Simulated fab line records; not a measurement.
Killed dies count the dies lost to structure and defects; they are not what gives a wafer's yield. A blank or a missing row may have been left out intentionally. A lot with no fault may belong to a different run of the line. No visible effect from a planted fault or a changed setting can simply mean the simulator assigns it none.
The tool behind it: which one?    flow nand_harc    12 lots with 36 wafers sampled at 4 steps, on a route of 1302 steps

== WHAT THE GAUGES SHOWED, per wafer ==
NHARC_A_CONTACT_INSPECT_71.
lot   measured      on                 raw_defect_count
L075  day 21 06:49  defect_inspect-02  77 81 67
L076  day 21 23:47  defect_inspect-02  102 99 82
L077  day 23 04:37  defect_inspect-01  106 118 118
L081  day 24 09:22  defect_inspect-01  123 128 133
L083  day 25 02:07  defect_inspect-02  75 84 87
L085  day 25 10:25  defect_inspect-01  91 90 78
L087  day 26 05:40  defect_inspect-02  123 141 97
L089  day 26 14:26  defect_inspect-02  157 152 163
L092  day 28 04:22  defect_inspect-01  83 86 62
L094  day 29 08:12  defect_inspect-01  154 188 155
L096  day 29 21:59  defect_inspect-02  39 46 35
L097  day 30 09:31  defect_inspect-01  106 119 83

== WHICH TOOL RAN EACH LOT (tool, then ch and the chambers of the sampled wafers, then the start) ==
lot   NHARC_A_CONTACT_ETCH_115              NHARC_A_CONTACT_STRIP_55                       NHARC_A_CONTACT_DEP_57
L075  har_cap_etch-02 ch 0,1, day 20 20:43  rie_diel-07 ch 0,3, day 21 03:50 or earlier    acl_dep-03 ch 0, day 21 03:50
L076  har_cap_etch-01 ch 1, day 21 16:05    rie_diel-02 ch 0,3, day 21 20:11 or earlier    acl_dep-03 ch 0, day 21 20:11
L077  har_cap_etch-02 ch 0,1, day 22 18:49  rie_diel-01 ch 0,2, day 23 01:34 or earlier    acl_dep-03 ch 0, day 23 01:34
L081  har_cap_etch-03 ch 0,1, day 24 00:53  rie_diel-07 ch 0,3, day 24 05:15 or earlier    acl_dep-02 ch 0, day 24 05:15
L083  har_cap_etch-03 ch 0,1, day 24 15:28  rie_diel-02 ch 0,1,3, day 24 21:59 or earlier  acl_dep-03 ch 0, day 24 21:59
L085  har_cap_etch-02 ch 0,1, day 25 02:43  rie_diel-02 ch 1,2, day 25 06:20 or earlier    acl_dep-01 ch 0, day 25 06:20
L087  har_cap_etch-03 ch 0,1, day 25 18:56  rie_diel-02 ch 1,2,3, day 26 01:34 or earlier  acl_dep-02 ch 0, day 26 01:34
L089  har_cap_etch-01 ch 0,1, day 26 03:18  rie_diel-07 ch 1,2, day 26 11:33 or earlier    acl_dep-03 ch 0, day 26 11:33
L092  har_cap_etch-03 ch 0,1, day 27 20:40  rie_diel-07 ch 0,1, day 28 01:14 or earlier    acl_dep-01 ch 0, day 28 01:14
L094  har_cap_etch-03 ch 0,1, day 29 00:44  rie_diel-02 ch 0,2,3, day 29 05:45 or earlier  acl_dep-01 ch 0, day 29 05:45
L096  har_cap_etch-01 ch 0,1, day 29 13:31  rie_diel-07 ch 1,2,3, day 29 17:52 or earlier  acl_dep-01 ch 0, day 29 17:52
L097  har_cap_etch-03 ch 0,1, day 30 01:29  rie_diel-02 ch 0,2,3, day 30 05:25 or earlier  acl_dep-02 ch 0, day 30 05:25
- NHARC_A_CONTACT_ETCH_115: etches the open film in C4F8/O2/Ar, time 190 s, target depth 1850 nm.
- NHARC_A_CONTACT_STRIP_55: strips in O2.
- NHARC_A_CONTACT_DEP_57: deposits aC, target thk 5300 nm.

== THE ANSWER, worked out from the rows above alone ==
Rule: the lots themselves supply what counts as usual. The widest of any qualifying gaps counts: lots, ordered by their means at a reading, are off when they make up no more than a third of the lots, leave a main group of 4 or more, and stand apart from it by 3 or more times the standard deviation of that group's means. If all means in a main group match to the digits the tables above print for the reading, that group is not used. A lot without any number at a reading at which 4 lots or more have one is off too. Where the step has rows for the other lots, those lots are counted as sound.
Across all readings shown, no lot is off: no conclusion can be drawn from this.

== WHAT THE SIMULATOR HAD INSERTED ==
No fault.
